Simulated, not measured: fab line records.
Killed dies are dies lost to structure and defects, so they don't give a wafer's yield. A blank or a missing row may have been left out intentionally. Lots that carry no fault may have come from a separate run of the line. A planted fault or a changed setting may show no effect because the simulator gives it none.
Chamber matching + flow nand harc + NHARC_A_CHANNEL_HOLE_D1_ETCH_44 on rie diel-07: 4 sister chambers
The step etches the open film in CF4/O2, target depth 140 nm, overetch 14 nm, time 77 s. 8 wafers are shown with their chamber, then 12 later ones without.

WAFERS PAIRED WITH THEIR CHAMBERS
| wafer  | chamber | drypump motor current A (A) | rf vpp V (V) |
|--------|---------|-----------------------------|--------------|
| L080.4 | 2       | 5.8                         | 199.6        |
| L082.5 | 0       | 5.1                         | 198.3        |
| L082.2 | 3       | 5.3                         | 195.3        |
| L082.4 | 2       | 5.8                         | 198.6        |
| L082.6 | 1       | 5.2                         | 198.5        |
| L084.1 | 1       | 5.2                         | 198.5        |
| L084.4 | 3       | 5.3                         | 196.2        |
| L084.5 | 0       | 5.0                         | 198.8        |

WAFERS WITH NO CHAMBER GIVEN
| wafer  | drypump motor current A (A) | rf vpp V (V) |
|--------|-----------------------------|--------------|
| L084.2 | 5.8                         | 199.0        |
| L084.3 | 5.0                         | 199.1        |
| L084.6 | 5.3                         | 197.0        |
| L088.2 | 5.3                         | 195.5        |
| L088.4 | 5.0                         | 198.3        |
| L088.6 | 5.3                         | 196.5        |
| L097.1 | 5.2                         | 199.9        |
| L097.2 | 5.0                         | 197.6        |
| L097.6 | 5.3                         | 196.6        |
| L096.1 | 5.2                         | 198.6        |
| L096.4 | 5.0                         | 199.8        |
| L096.6 | 5.3                         | 196.6        |

CHAMBER TAKEN BY EACH
| wafer  | from the rows above     | in truth |
|--------|-------------------------|----------|
| L084.2 | 2                       | 2        |
| L084.3 | 0                       | 0        |
| L084.6 | can't be placed: 3 or 1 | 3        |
| L088.2 | 3                       | 3        |
| L088.4 | 0                       | 0        |
| L088.6 | 3                       | 3        |
| L097.1 | 1                       | 1        |
| L097.2 | 0                       | 0        |
| L097.6 | 3                       | 3        |
| L096.1 | 1                       | 1        |
| L096.4 | 0                       | 0        |
| L096.6 | 3                       | 3        |
11 of 12 placed correctly. Not placeable from these rows: 1 (in 1, the candidates include the true chamber). 0 placed wrongly.
How it was worked out, from the rows above alone: a wafer's distance from a chamber is the root of the sum, over the readings, of the square of ((its reading less the chamber's mean) divided by the reading's scatter). The wafer belongs to the nearest chamber; if the next one is less than 2 further off, it can't be placed. A chamber's mean is the mean of its shown wafers. The scatter: take each reading less its chamber's mean, square it, sum over the shown wafers, divide by the number of wafers less the number of chambers, and take the root.
